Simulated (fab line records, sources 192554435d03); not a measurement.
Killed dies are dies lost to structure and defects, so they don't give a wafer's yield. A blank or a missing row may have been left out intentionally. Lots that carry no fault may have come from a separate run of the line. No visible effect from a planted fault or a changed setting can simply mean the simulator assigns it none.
fab line records	flow n5-finfet
record lots=24	wafers=72	last-day=17
route steps=1938 shown BEOL_M1@788
lots that met no fault: from a run of the same line without faults
start-h: hours from the record's first day to the start of the lot's first wafer shown	wait-h: time in hours since the lot's previous step	" identical to the entry in the row above	L1.1+2: one row covering several wafers at once	- either no value or no given start	* or withheld: withheld	< > ~ a bound
route shown NAME@n: a module of which the file shows steps, and the number in the route of the first	usual: mean and standard deviation over wafers with no fault	same: alike in all rows	chamber/n: place in a boat	sites: each site's reading	_std_site: the standard deviation of these	_edge_site: mean of outer sites minus mean of inner sites	radius-mm: how far each site lies from the wafer's centre	mask NAME#n: copy n	behind: the tool/chamber that last shaped the wafer	hold: cause of the lot's hold/its duration in hours/its outcome	device: transistor that didn't switch, given as n, p or np	end of line: tests of these same wafers at the route's end	where a step has no rows: the recipe by itself	killed: dies lost to structure and defects at the first sort, not the wafer's yield	map: a wafer's dies, marking killed ones x, the rest . and places with no die _
set.NAME: the setting the step ran with; set.NAME@STEP: the setting that earlier step ran with	model.NAME: the simulator's own value behind a step, which no gauge read
the route's steps for a sample of lots (tables are steps, rows are wafers)
services: when a tool's chamber went out of use (start-h, in hours from the record's first day, below 0 if earlier), for how many hours, and the reason
## steps
# step N5_BEOL_M1_INSPECT_30
# recipe mode=adi	inspect-instrument=brightfield
# usual raw-defect-count=410/110
lot.wafer	tool	chamber	start-h	wait-h	raw-defect-count
L074.2	defect-inspect-01	-	126.70	0.0	391
L074.3	"	-	"	"	363
L074.5	"	-	"	"	417
L075.1	defect-inspect-02	-	130.89	0.1	326
L075.3	"	-	"	"	407
L075.5	"	-	"	"	274
L076.1	defect-inspect-01	-	131.72	0.1	556
L076.3	"	-	"	"	322
L076.5	"	-	"	"	605
L077.1	defect-inspect-01	-	140.46	0.1	337
L077.3	"	-	"	"	318
L077.6	"	-	"	"	480
L078.1	defect-inspect-01	-	151.03	0.1	510
L078.3	"	-	"	"	406
L078.6	"	-	"	"	399
L079.1	defect-inspect-01	-	153.83	0.1	391
L079.3	"	-	"	"	521
L079.6	"	-	"	"	376
L080.1	defect-inspect-01	-	162.48	0.1	486
L080.3	"	-	"	"	466
L080.5	"	-	"	"	389
L081.2	defect-inspect-01	-	167.20	0.0	363
L081.3	"	-	"	"	501
L081.5	"	-	"	"	470
L082.1	defect-inspect-02	-	175.53	0.1	271
L082.2	"	-	"	"	265
L082.3	"	-	"	"	261
L083.2	defect-inspect-02	-	178.28	0.0	290
L083.4	"	-	"	"	270
L083.5	"	-	"	"	309
L084.2	defect-inspect-01	-	180.91	0.0	444
L084.3	"	-	"	"	429
L084.5	"	-	"	"	462
L085.3	defect-inspect-02	-	189.29	0.0	482
L085.4	"	-	"	"	373
L085.6	"	-	"	"	506
L086.1	defect-inspect-02	-	201.06	0.1	409
L086.3	"	-	"	"	252
L086.4	"	-	"	"	306
L087.1	defect-inspect-02	-	201.48	0.1	426
L087.3	"	-	"	"	478
L087.6	"	-	"	"	325
L088.1	defect-inspect-02	-	207.03	0.1	285
L088.3	"	-	"	"	421
L088.5	"	-	"	"	379
L089.4	defect-inspect-01	-	213.85	0.0	494
L089.5	"	-	"	"	635
L089.6	"	-	"	"	750
L090.1	defect-inspect-02	-	218.75	0.1	392
L090.2	"	-	"	"	319
L090.5	"	-	"	"	334
L091.2	defect-inspect-01	-	222.31	0.0	483
L091.3	"	-	"	"	446
L091.4	"	-	"	"	359
L093.2	defect-inspect-02	-	250.47	0.0	396
L093.4	"	-	"	"	457
L093.5	"	-	"	"	400
L092.2	defect-inspect-02	-	251.13	0.0	267
L092.5	"	-	"	"	405
L092.6	"	-	"	"	308
L094.1	defect-inspect-02	-	253.22	0.1	302
L094.4	"	-	"	"	376
L094.6	"	-	"	"	373
L095.1	defect-inspect-01	-	254.62	0.1	504
L095.3	"	-	"	"	560
L095.4	"	-	"	"	558
L096.1	defect-inspect-02	-	256.99	0.1	564
L096.3	"	-	"	"	447
L096.4	"	-	"	"	682
L097.2	defect-inspect-02	-	267.93	0.0	356
L097.5	"	-	"	"	470
L097.6	"	-	"	"	493
# step N5_BEOL_M1_VIA_ETCH_34
# recipe chemistry=C4F6/O2	target-depth-a=678	mask-material=SOC	pressure-mtorr=15	ion-energy-ev=250	taper-deg=4	time-s=64.4	source-w=350	bias-w=170	Ar_flow_sccm=300	C4F6_flow_sccm=10	O2_flow_sccm=10
# usual C4F6_flow_sccm=10.002/0.029	O2_flow_sccm=9.997/0.027	chamber-pressure-mTorr=14.999/0.013	drypump-motor-current-A=5.8/0.41	oes-product-au=0.76/0.088	rf-vpp-V=660/23	showerhead-plenum-p-Torr=2.86/0.083	throttle-valve-pct=30.7/0.34
lot.wafer	tool	chamber	start-h	wait-h	C4F6_flow_sccm	O2_flow_sccm	chamber-pressure-mTorr	drypump-motor-current-A	oes-product-au	rf-hours-counter-h	rf-vpp-V	showerhead-plenum-p-Torr	throttle-valve-pct
L074.2	rie-diel-03	0	131.06	0.0	10.059	10.001	15.026	6.1	0.75	147	647	2.94	30.2
L074.3	"	1	"	"	9.968	9.991	15.018	5.7	0.73	159	654	2.82	31.1
L074.5	"	0	"	"	10.005	9.992	15.020	6.1	0.76	-	646	2.94	30.2
L076.1	rie-diel-01	3	134.36	0.0	9.977	10.017	15.025	6.3	0.68	228	659	2.79	30.7
L076.3	"	2	"	"	9.953	10.013	14.985	5.4	0.89	48	682	2.87	30.9
L076.5	"	1	"	"	9.958	10.003	15.012	5.6	0.68	-	622	2.79	30.3
L075.1	rie-diel-01	1	137.27	0.0	9.972	10.055	14.986	5.6	0.68	235	620	2.79	30.3
L075.3	"	0	"	"	9.989	10.028	15.018	5.1	0.75	163	651	2.96	30.7
L075.5	"	3	"	"	10.004	10.014	15.008	6.3	0.69	-	661	2.79	30.7
L077.1	rie-diel-02	0	142.98	0.0	10.049	9.945	14.980	5.9	0.71	231	698	2.89	30.9
L077.3	"	2	"	"	9.994	9.989	15.011	6.0	0.76	164	661	2.96	31.0
L077.6	"	0	"	"	10.021	9.997	14.993	5.9	0.71	-	697	2.89	30.8
L078.1	rie-diel-03	3	157.32	0.0	10.011	9.985	15.007	6.6	0.90	27	670	3.02	30.5
L078.3	"	0	"	"	10.001	9.988	14.989	6.1	0.74	155	644	2.94	30.2
L078.6	"	0	"	"	10.016	10.010	14.992	6.1	0.74	-	648	2.94	30.2
L079.1	rie-diel-01	2	161.75	0.0	10.031	10.058	15.018	5.4	0.88	57	682	2.87	30.9
L079.3	"	1	"	"	10.019	10.040	14.997	5.6	0.67	242	621	2.79	30.3
L079.6	"	1	"	"	9.999	10.035	14.992	5.6	0.67	-	622	2.79	30.3
L080.1	rie-diel-03	1	165.02	0.0	10.044	9.993	14.979	5.7	0.72	167	652	2.81	31.1
L080.3	"	0	"	"	10.051	9.971	14.994	6.1	0.73	157	645	2.94	30.2
L080.5	"	2	"	"	9.999	10.014	14.996	6.4	0.74	-	676	2.83	30.6
L081.2	rie-diel-03	2	170.01	0.0	10.020	9.978	15.007	6.4	0.73	164	675	2.83	30.6
L081.3	"	1	"	"	9.974	10.008	15.003	5.7	0.73	169	651	2.81	31.1
L081.5	"	2	"	"	9.990	9.998	14.994	6.4	0.72	-	675	2.83	30.6
L082.1	rie-diel-01	0	177.13	0.0	9.980	9.985	14.989	5.1	0.74	173	650	2.96	30.7
L082.2	"	2	"	"	9.979	9.986	15.010	5.4	0.87	62	681	2.86	30.9
L082.3	"	3	"	"	10.002	9.965	14.972	6.4	0.67	242	659	2.78	30.7
L083.2	rie-diel-01	1	179.04	0.0	10.014	9.961	14.996	5.7	0.67	248	620	2.78	30.4
L083.4	"	0	"	"	10.053	9.955	15.001	5.1	0.74	174	651	2.96	30.7
L083.5	"	2	"	"	10.044	10.023	15.001	5.4	0.87	-	681	2.86	30.9
L084.2	rie-diel-01	2	183.78	0.0	9.973	10.019	15.002	5.4	0.86	65	680	2.86	30.9
L084.3	"	1	"	"	9.952	10.021	14.988	5.7	0.67	249	621	2.78	30.3
L084.5	"	1	"	"	9.955	9.976	14.989	5.7	0.66	-	620	2.78	30.3
L085.3	rie-diel-02	1	194.13	0.0	10.004	9.980	14.992	5.7	0.69	194	637	2.73	31.0
L085.4	"	2	"	"	9.982	9.985	14.973	6.0	0.74	181	660	2.95	31.1
L085.6	"	3	"	"	10.011	9.987	14.999	5.8	0.69	-	693	2.80	31.2
L086.1	rie-diel-03	3	202.30	0.0	9.974	9.981	14.978	6.6	0.88	40	671	3.01	30.5
L086.3	"	2	"	"	10.019	9.975	15.000	6.4	0.72	173	674	2.83	30.6
L086.4	"	0	"	"	10.024	9.945	14.995	6.1	0.74	167	645	2.93	30.3
L087.1	rie-diel-02	2	203.17	0.0	10.012	10.010	15.019	6.0	0.74	184	661	2.95	31.0
L087.3	"	1	"	"	10.064	9.985	14.992	5.7	0.70	197	636	2.73	31.0
L087.6	"	2	"	"	10.042	10.035	14.992	6.0	0.74	-	662	2.95	31.1
L088.1	rie-diel-02	1	217.57	0.0	9.975	9.995	15.001	5.7	0.69	202	636	2.73	31.0
L088.3	"	2	"	"	10.034	10.015	14.990	6.0	0.73	189	660	2.95	31.1
L088.5	"	1	"	"	10.004	9.998	14.985	5.7	0.69	-	635	2.73	31.0
L089.4	rie-diel-01	2	218.97	0.0	9.978	10.012	14.996	5.4	0.86	-	681	2.86	31.0
L089.5	"	1	"	"	9.968	9.991	14.990	5.6	0.97	-	620	2.78	30.2
L089.6	"	0	"	"	9.998	9.987	14.992	5.1	0.72	-	652	2.95	30.7
L090.1	rie-diel-02	0	223.04	0.0	9.953	10.019	14.984	5.9	1.01	0	698	2.88	30.1
L090.2	"	2	"	"	9.980	10.031	14.980	6.0	0.74	191	661	2.95	31.1
L090.5	"	1	"	"	9.989	9.994	14.985	5.7	0.70	-	635	2.73	31.0
L091.2	rie-diel-02	3	223.87	0.0	9.977	9.975	14.987	5.8	0.68	223	694	2.79	31.3
L091.3	"	2	"	"	9.998	10.005	15.014	6.0	0.74	192	660	2.95	31.1
L091.4	"	0	"	"	10.060	10.038	14.972	5.9	1.00	1	697	2.88	30.1
L093.2	rie-diel-03	0	251.84	0.0	9.989	9.980	15.011	6.1	0.72	180	645	2.93	30.3
L093.4	"	2	"	"	10.016	10.022	15.006	6.4	0.72	186	676	2.82	30.7
L093.5	"	2	"	"	9.978	9.989	14.992	6.4	0.72	-	675	2.82	30.7
L092.2	rie-diel-01	2	252.04	0.0	9.994	9.973	15.002	5.4	0.83	92	681	2.85	31.0
L092.5	"	0	"	"	9.983	9.981	15.003	5.1	0.72	-	649	2.94	30.7
L092.6	"	1	"	"	10.009	9.995	15.001	5.6	0.93	-	620	2.77	30.2
L094.1	rie-diel-01	2	255.65	0.0	9.984	10.037	15.008	5.4	0.83	93	682	2.85	31.0
L094.4	"	2	"	"	10.009	9.970	14.991	5.4	0.83	-	681	2.85	31.0
L094.6	"	0	"	"	9.962	9.991	15.012	5.1	0.72	-	650	2.94	30.7
L095.1	rie-diel-03	2	255.65	0.0	9.963	10.041	15.012	6.4	0.72	186	677	2.82	30.6
L095.3	"	0	"	"	10.000	9.964	15.016	6.1	0.72	181	644	2.93	30.3
L095.4	"	3	"	"	9.998	9.992	15.005	6.6	0.85	55	671	3.01	30.5
L096.1	rie-diel-01	1	266.24	0.0	10.044	10.008	14.983	5.7	0.91	21	620	2.77	30.2
L096.3	"	2	"	"	9.977	10.019	15.009	5.4	0.83	97	683	2.85	31.0
L096.4	"	0	"	"	10.039	9.967	14.981	5.1	0.72	-	650	2.94	30.7
L097.2	rie-diel-02	1	268.93	0.0	10.046	9.989	14.997	5.7	0.68	219	634	2.72	31.1
L097.5	"	3	"	"	10.024	10.005	14.995	5.8	0.68	-	694	2.79	31.3
L097.6	"	2	"	"	10.021	9.976	15.000	6.0	0.72	-	660	2.94	31.1
# step N5_BEOL_M1_STRIP_97
# recipe chemistry=N2/H2	time-s=10	power-w=450	temp-c=40	pressure-mtorr=20	rf-frequency-hz=6e+07	bias-power-w=7	n2-flow-sccm=200	h2-flow-sccm=200
# usual bias-power-w=6.999/0.019	chamber-pressure-mTorr=19.999/0.017	drypump-motor-current-A=5.8/0.41	oes-product-au=0.76/0.084	rf-vpp-V=59.3/0.86	showerhead-plenum-p-Torr=2.56/0.078	throttle-valve-pct=23.8/0.46
lot.wafer	tool	chamber	start-h	wait-h	bias-power-w	chamber-pressure-mTorr	drypump-motor-current-A	oes-product-au	rf-hours-counter-h	rf-vpp-V	showerhead-plenum-p-Torr	throttle-valve-pct
L074.2	rie-diel-03	0	-	-	7.011	20.004	6.1	0.77	147	58.5	2.64	23.1
L074.3	"	1	"	"	6.989	20.006	5.7	0.74	159	58.7	2.52	24.0
L074.5	"	0	"	"	7.015	20.006	6.1	0.76	-	60.1	2.64	23.1
L076.1	rie-diel-01	3	-	-	6.996	19.986	6.4	0.69	228	59.6	2.50	23.5
L076.3	"	2	"	"	6.984	19.992	5.4	0.87	48	59.9	2.60	24.5
L076.5	"	1	"	"	6.960	20.016	5.6	0.67	-	60.0	2.50	23.7
L075.1	rie-diel-01	1	-	-	6.998	19.978	5.7	0.66	235	60.0	2.50	23.7
L075.3	"	0	"	"	7.017	19.984	5.1	0.74	163	59.8	2.64	23.6
L075.5	"	3	"	"	6.979	20.004	6.4	0.68	-	58.7	2.50	23.5
L077.1	rie-diel-02	0	-	-	6.996	19.995	6.0	0.70	231	59.5	2.63	24.2
L077.3	"	2	"	"	7.012	20.007	6.0	0.76	164	59.7	2.65	24.1
L077.6	"	0	"	"	7.006	20.021	6.0	0.69	-	58.5	2.63	24.2
L078.1	rie-diel-03	3	-	-	7.005	19.978	6.6	0.90	27	59.3	2.69	23.3
L078.3	"	0	"	"	6.982	19.969	6.1	0.75	155	58.0	2.63	23.1
L078.6	"	0	"	"	6.982	19.981	6.1	0.75	-	59.8	2.63	23.1
L079.1	rie-diel-01	2	-	-	7.020	19.996	5.4	0.85	57	58.4	2.59	24.5
L079.3	"	1	"	"	6.983	19.973	5.7	0.67	242	59.8	2.50	23.7
L079.6	"	1	"	"	6.993	19.996	5.7	0.67	-	57.5	2.50	23.7
L080.1	rie-diel-03	1	-	-	7.000	20.006	5.7	0.74	168	60.2	2.52	24.0
L080.3	"	0	"	"	6.995	19.983	6.1	0.76	157	59.5	2.63	23.1
L080.5	"	2	"	"	6.973	19.980	6.4	0.74	-	58.8	2.51	23.2
L081.2	rie-diel-03	2	-	-	7.003	19.995	6.4	0.73	164	58.1	2.51	23.3
L081.3	"	1	"	"	7.011	19.985	5.7	0.74	169	59.4	2.52	24.0
L081.5	"	2	"	"	6.989	19.977	6.4	0.73	-	60.1	2.51	23.3
L082.1	rie-diel-01	0	-	-	6.981	19.995	5.1	0.74	173	60.6	2.64	23.6
L082.2	"	2	"	"	6.995	20.004	5.4	0.85	62	58.9	2.59	24.5
L082.3	"	3	"	"	6.972	20.031	6.3	0.67	242	58.5	2.50	23.6
L083.2	rie-diel-01	1	-	-	7.006	19.990	5.6	0.66	248	59.5	2.50	23.7
L083.4	"	0	"	"	7.044	19.996	5.1	0.73	174	60.7	2.64	23.6
L083.5	"	2	"	"	6.995	20.022	5.4	0.85	-	57.8	2.59	24.5
L084.2	rie-diel-01	2	-	-	6.961	19.998	5.4	0.86	65	58.9	2.59	24.5
L084.3	"	1	"	"	6.969	20.011	5.6	0.67	249	60.0	2.50	23.7
L084.5	"	1	"	"	7.018	19.993	5.7	0.66	-	60.9	2.50	23.7
L085.3	rie-diel-02	1	-	-	6.977	19.970	5.7	0.72	194	59.9	2.41	24.0
L085.4	"	2	"	"	7.005	20.015	6.0	0.75	181	59.3	2.64	24.1
L085.6	"	3	"	"	6.973	20.021	5.8	0.69	-	59.9	2.50	24.4
L086.1	rie-diel-03	3	-	-	7.020	20.018	6.6	0.88	40	59.6	2.69	23.4
L086.3	"	2	"	"	7.007	19.995	6.4	0.72	173	58.6	2.51	23.3
L086.4	"	0	"	"	7.009	20.022	6.1	0.75	167	59.5	2.63	23.1
L087.1	rie-diel-02	2	-	-	7.026	19.971	6.0	0.75	184	58.5	2.64	24.1
L087.3	"	1	"	"	6.999	19.992	5.7	0.71	197	58.2	2.41	24.0
L087.6	"	2	"	"	7.023	19.995	6.0	0.75	-	59.5	2.64	24.1
L088.1	rie-diel-02	1	-	-	6.999	20.013	5.7	0.70	202	59.0	2.41	24.0
L088.3	"	2	"	"	7.008	20.014	6.0	0.74	189	60.1	2.64	24.1
L088.5	"	1	"	"	7.039	19.984	5.7	0.71	-	59.0	2.40	24.0
L089.4	rie-diel-01	2	-	-	6.962	19.989	5.4	0.84	-	58.9	2.58	24.5
L089.5	"	1	"	"	6.987	20.023	5.7	0.96	-	59.5	2.50	23.4
L089.6	"	0	"	"	7.000	19.987	5.1	0.73	-	58.6	2.63	23.6
L090.1	rie-diel-02	0	-	-	6.984	20.009	6.0	0.99	0	57.4	2.62	23.5
L090.2	"	2	"	"	7.037	19.984	6.0	0.74	191	58.7	2.64	24.1
L090.5	"	1	"	"	7.001	19.982	5.7	0.70	-	59.7	2.40	24.0
L091.2	rie-diel-02	3	-	-	6.993	20.003	5.8	0.69	224	58.9	2.50	24.5
L091.3	"	2	"	"	7.001	19.994	6.0	0.74	192	60.5	2.64	24.1
L091.4	"	0	"	"	6.989	19.990	5.9	0.98	1	58.5	2.62	23.5
L093.2	rie-diel-03	0	-	-	6.984	19.987	6.1	0.74	180	59.4	2.62	23.1
L093.4	"	2	"	"	7.008	19.997	6.4	0.71	186	58.0	2.50	23.3
L093.5	"	2	"	"	6.983	19.977	6.4	0.72	-	57.2	2.50	23.3
L092.2	rie-diel-01	2	-	-	7.015	20.003	5.4	0.82	92	57.9	2.58	24.6
L092.5	"	0	"	"	6.969	20.007	5.1	0.71	-	60.9	2.62	23.6
L092.6	"	1	"	"	7.003	19.991	5.6	0.92	-	59.0	2.49	23.4
L094.1	rie-diel-01	2	-	-	7.024	19.999	5.4	0.81	93	59.6	2.58	24.6
L094.4	"	2	"	"	7.009	19.977	5.4	0.81	-	59.6	2.58	24.6
L094.6	"	0	"	"	7.004	20.020	5.1	0.71	-	59.8	2.62	23.6
L095.1	rie-diel-03	2	-	-	7.023	19.999	6.4	0.72	186	58.6	2.50	23.3
L095.3	"	0	"	"	7.022	19.993	6.1	0.73	181	58.4	2.62	23.1
L095.4	"	3	"	"	7.044	20.010	6.6	0.86	55	58.3	2.68	23.4
L096.1	rie-diel-01	1	-	-	6.990	20.001	5.6	0.90	21	58.5	2.49	23.5
L096.3	"	2	"	"	7.009	20.004	5.4	0.82	97	59.3	2.58	24.5
L096.4	"	0	"	"	6.989	19.996	5.1	0.71	-	59.4	2.62	23.6
L097.2	rie-diel-02	1	-	-	6.989	20.005	5.7	0.70	219	57.9	2.40	24.0
L097.5	"	3	"	"	6.999	20.023	5.7	0.68	-	57.6	2.49	24.5
L097.6	"	2	"	"	6.966	19.966	6.0	0.73	-	59.9	2.63	24.2
# step N5_BEOL_M1_PRE_CLEAN_45
# recipe gas=H2/He	time-s=30	temp-c=250
# usual heater-power-w=340/52
lot.wafer	tool	chamber	start-h	wait-h	heater-power-w
L074.2	pvd-sputter-02	-	131.76	0.0	237
L074.3	"	-	"	"	326
L074.5	"	-	"	"	241
L076.1	pvd-sputter-01	-	135.36	0.0	312
L076.3	"	-	"	"	327
L076.5	"	-	"	"	320
L075.1	pvd-sputter-01	-	138.06	0.0	336
L075.3	"	-	"	"	364
L075.5	"	-	"	"	323
L077.1	pvd-sputter-03	-	143.59	0.0	337
L077.3	"	-	"	"	268
L077.6	"	-	"	"	276
L078.1	pvd-sputter-03	-	157.91	0.0	423
L078.3	"	-	"	"	352
L078.6	"	-	"	"	338
L079.1	pvd-sputter-01	-	162.56	0.0	319
L079.3	"	-	"	"	324
L079.6	"	-	"	"	379
L080.1	pvd-sputter-02	-	165.72	0.0	240
L080.3	"	-	"	"	322
L080.5	"	-	"	"	378
L081.2	pvd-sputter-03	-	170.75	0.0	418
L081.3	"	-	"	"	277
L081.5	"	-	"	"	436
L082.1	pvd-sputter-03	-	178.24	0.0	334
L082.2	"	-	"	"	353
L082.3	"	-	"	"	270
L083.2	pvd-sputter-01	-	179.98	0.0	330
L083.4	"	-	"	"	317
L083.5	"	-	"	"	374
L084.2	pvd-sputter-03	-	184.62	0.0	349
L084.3	"	-	"	"	424
L084.5	"	-	"	"	422
L085.3	pvd-sputter-01	-	195.24	0.0	371
L085.4	"	-	"	"	327
L085.6	"	-	"	"	319
L086.1	pvd-sputter-03	-	203.06	0.0	345
L086.3	"	-	"	"	269
L086.4	"	-	"	"	344
L087.1	pvd-sputter-02	-	204.46	0.0	319
L087.3	"	-	"	"	429
L087.6	"	-	"	"	243
L088.1	pvd-sputter-03	-	218.10	0.0	339
L088.3	"	-	"	"	269
L088.5	"	-	"	"	349
L089.4	pvd-sputter-01	-	220.65	0.0	336
L089.5	"	-	"	"	317
L089.6	"	-	"	"	369
L090.1	pvd-sputter-01	-	223.93	0.0	318
L090.2	"	-	"	"	327
L090.5	"	-	"	"	336
L091.2	pvd-sputter-03	-	224.41	0.0	424
L091.3	"	-	"	"	352
L091.4	"	-	"	"	344
L093.2	pvd-sputter-01	-	252.84	0.0	320
L093.4	"	-	"	"	333
L093.5	"	-	"	"	320
L092.2	pvd-sputter-03	-	253.16	0.0	435
L092.5	"	-	"	"	433
L092.6	"	-	"	"	360
L095.1	pvd-sputter-03	-	256.60	0.0	336
L095.3	"	-	"	"	429
L095.4	"	-	"	"	279
L094.1	pvd-sputter-02	-	256.66	0.0	413
L094.4	"	-	"	"	323
L094.6	"	-	"	"	238
L096.1	pvd-sputter-02	-	266.90	0.0	425
L096.3	"	-	"	"	321
L096.4	"	-	"	"	238
L097.2	pvd-sputter-02	-	269.42	0.0	244
L097.5	"	-	"	"	374
L097.6	"	-	"	"	243
# step N5_BEOL_M1_SPUTTER_48
# recipe material=Cu	target-thk-a=45	temp-c=-20	chamber-pressure-pa=0.07	power-w=withheld	time-s=8.29
# usual throttle-valve-pct=30.6/1.3
lot.wafer	tool	chamber	start-h	wait-h	throttle-valve-pct
L074.2	pvd-sputter-03	-	132.63	0.2	30.9
L074.3	"	-	"	"	30.9
L074.5	"	-	"	"	31.0
L076.1	pvd-sputter-01	-	136.18	0.2	30.2
L076.3	"	-	"	"	28.2
L076.5	"	-	"	"	30.6
L075.1	pvd-sputter-01	-	138.74	0.1	30.2
L075.3	"	-	"	"	28.0
L075.5	"	-	"	"	30.7
L077.1	pvd-sputter-02	-	144.24	0.2	31.8
L077.3	"	-	"	"	32.8
L077.6	"	-	"	"	32.8
L078.1	pvd-sputter-03	-	158.54	0.2	27.9
L078.3	"	-	"	"	31.0
L078.6	"	-	"	"	30.9
L079.1	pvd-sputter-03	-	163.22	0.2	30.7
L079.3	"	-	"	"	27.7
L079.6	"	-	"	"	31.1
L080.1	pvd-sputter-02	-	166.52	0.3	31.8
L080.3	"	-	"	"	30.9
L080.5	"	-	"	"	30.9
L081.2	pvd-sputter-03	-	171.37	0.1	30.9
L081.3	"	-	"	"	30.9
L081.5	"	-	"	"	30.7
L082.1	pvd-sputter-02	-	179.01	0.1	31.8
L082.2	"	-	"	"	31.1
L082.3	"	-	"	"	32.9
L083.2	pvd-sputter-03	-	181.86	0.6	31.2
L083.4	"	-	"	"	30.6
L083.5	"	-	"	"	30.7
L084.2	pvd-sputter-03	-	185.26	0.1	31.1
L084.3	"	-	"	"	30.8
L084.5	"	-	"	"	27.9
L085.3	pvd-sputter-03	-	195.88	0.2	31.0
L085.4	"	-	"	"	30.8
L085.6	"	-	"	"	31.2
L086.1	pvd-sputter-01	-	203.70	0.2	30.5
L086.3	"	-	"	"	28.1
L086.4	"	-	"	"	30.2
L087.1	pvd-sputter-03	-	205.76	0.1	30.8
L087.3	"	-	"	"	31.1
L087.6	"	-	"	"	30.9
L088.1	pvd-sputter-03	-	219.14	0.3	31.1
L088.3	"	-	"	"	30.8
L088.5	"	-	"	"	31.2
L089.4	pvd-sputter-02	-	221.19	0.0	31.9
L089.5	"	-	"	"	31.0
L089.6	"	-	"	"	31.7
L090.1	pvd-sputter-01	-	224.44	0.1	30.2
L090.2	"	-	"	"	30.2
L090.5	"	-	"	"	30.6
L091.2	pvd-sputter-02	-	225.55	0.4	30.6
L091.3	"	-	"	"	32.0
L091.4	"	-	"	"	32.7
L093.2	pvd-sputter-03	-	253.68	0.2	27.8
L093.4	"	-	"	"	30.9
L093.5	"	-	"	"	30.8
L092.2	pvd-sputter-02	-	254.20	0.3	31.0
L092.5	"	-	"	"	31.1
L092.6	"	-	"	"	30.9
L095.1	pvd-sputter-03	-	257.50	0.1	30.8
L095.3	"	-	"	"	31.0
L095.4	"	-	"	"	31.2
L094.1	pvd-sputter-02	-	258.02	0.3	31.8
L094.4	"	-	"	"	32.7
L094.6	"	-	"	"	30.7
L096.1	pvd-sputter-02	-	267.54	0.2	32.1
L096.3	"	-	"	"	30.9
L096.4	"	-	"	"	31.0
L097.2	pvd-sputter-01	-	270.13	0.1	30.9
L097.5	"	-	"	"	27.7
L097.6	"	-	"	"	30.7
# step N5_BEOL_M1_SPUTTER_92
# recipe material=Cu	target-thk-a=45	temp-c=-20	chamber-pressure-pa=0.07	power-w=withheld	time-s=8.29
# usual throttle-valve-pct=30.6/1.3
lot.wafer	tool	chamber	start-h	wait-h	throttle-valve-pct
L074.2	pvd-sputter-03	-	133.95	0.1	30.9
L074.3	"	-	"	"	31.0
L074.5	"	-	"	"	31.2
L076.1	pvd-sputter-01	-	137.50	0.1	30.0
L076.3	"	-	"	"	27.8
L076.5	"	-	"	"	30.8
L075.1	pvd-sputter-01	-	140.06	0.1	30.1
L075.3	"	-	"	"	28.3
L075.5	"	-	"	"	30.9
L077.1	pvd-sputter-02	-	145.56	0.1	31.8
L077.3	"	-	"	"	32.8
L077.6	"	-	"	"	32.8
L078.1	pvd-sputter-03	-	159.86	0.1	27.8
L078.3	"	-	"	"	30.9
L078.6	"	-	"	"	30.9
L079.1	pvd-sputter-03	-	164.54	0.1	31.0
L079.3	"	-	"	"	28.1
L079.6	"	-	"	"	31.0
L080.1	pvd-sputter-02	-	167.84	0.1	31.7
L080.3	"	-	"	"	31.0
L080.5	"	-	"	"	30.9
L081.2	pvd-sputter-03	-	172.69	0.1	30.9
L081.3	"	-	"	"	31.0
L081.5	"	-	"	"	31.0
L082.1	pvd-sputter-02	-	180.33	0.1	31.7
L082.2	"	-	"	"	30.8
L082.3	"	-	"	"	32.8
L083.2	pvd-sputter-03	-	183.18	0.1	31.2
L083.4	"	-	"	"	31.0
L083.5	"	-	"	"	31.0
L084.2	pvd-sputter-03	-	186.58	0.1	30.8
L084.3	"	-	"	"	30.8
L084.5	"	-	"	"	28.2
L085.3	pvd-sputter-03	-	197.20	0.1	31.1
L085.4	"	-	"	"	30.8
L085.6	"	-	"	"	31.4
L086.1	pvd-sputter-01	-	205.02	0.1	30.9
L086.3	"	-	"	"	28.2
L086.4	"	-	"	"	30.6
L087.1	pvd-sputter-03	-	207.08	0.1	30.8
L087.3	"	-	"	"	31.2
L087.6	"	-	"	"	31.2
L088.1	pvd-sputter-03	-	220.46	0.1	31.2
L088.3	"	-	"	"	30.7
L088.5	"	-	"	"	30.8
L089.4	pvd-sputter-02	-	222.51	0.1	31.8
L089.5	"	-	"	"	31.1
L089.6	"	-	"	"	31.8
L090.1	pvd-sputter-01	-	225.76	0.1	30.3
L090.2	"	-	"	"	30.6
L090.5	"	-	"	"	31.0
L091.2	pvd-sputter-02	-	226.87	0.1	31.0
L091.3	"	-	"	"	31.7
L091.4	"	-	"	"	32.7
L093.2	pvd-sputter-03	-	255.00	0.1	27.7
L093.4	"	-	"	"	30.9
L093.5	"	-	"	"	30.7
L092.2	pvd-sputter-02	-	255.52	0.1	30.7
L092.5	"	-	"	"	31.0
L092.6	"	-	"	"	30.9
L095.1	pvd-sputter-03	-	258.82	0.1	30.8
L095.3	"	-	"	"	31.0
L095.4	"	-	"	"	31.1
L094.1	pvd-sputter-02	-	259.34	0.1	31.9
L094.4	"	-	"	"	32.7
L094.6	"	-	"	"	30.8
L096.1	pvd-sputter-02	-	268.86	0.1	32.1
L096.3	"	-	"	"	31.0
L096.4	"	-	"	"	31.0
L097.2	pvd-sputter-01	-	271.45	0.1	30.5
L097.5	"	-	"	"	27.8
L097.6	"	-	"	"	30.9
## services
tool	chamber	start-h	hours	kind
pvd-sputter-02	-	127.15	4.5	repair
rie-diel-01	0	140.58	7.1	repair
pvd-sputter-01	-	141.51	3.1	repair
rie-diel-01	-	143.86	3.3	repair
rie-diel-03	1	147.36	3.3	repair
pvd-sputter-01	-	151.78	1.0	repair
rie-diel-03	-	160.73	0.5	repair
rie-diel-01	1	187.49	-	clean
rie-diel-01	1	187.49	-	consumable-replace:focus-ring
rie-diel-01	1	187.49	23.4	scheduled-down
rie-diel-01	1	187.49	23.4	vent-cycle
pvd-sputter-01	-	194.09	0.8	repair
rie-diel-03	-	198.08	1.1	repair
rie-diel-03	-	199.54	2.6	repair
rie-diel-02	0	201.57	-	clean
rie-diel-02	0	201.57	-	consumable-replace:focus-ring
rie-diel-02	0	201.57	21.2	scheduled-down
rie-diel-02	0	201.57	21.2	vent-cycle
rie-diel-01	3	213.02	48.6	repair
rie-diel-03	0	216.61	2.9	repair
rie-diel-01	3	261.78	-	clean
rie-diel-01	3	261.78	-	consumable-replace:focus-ring
rie-diel-01	3	261.78	18.0	scheduled-down
rie-diel-01	3	261.78	18.0	vent-cycle
## key
fault none
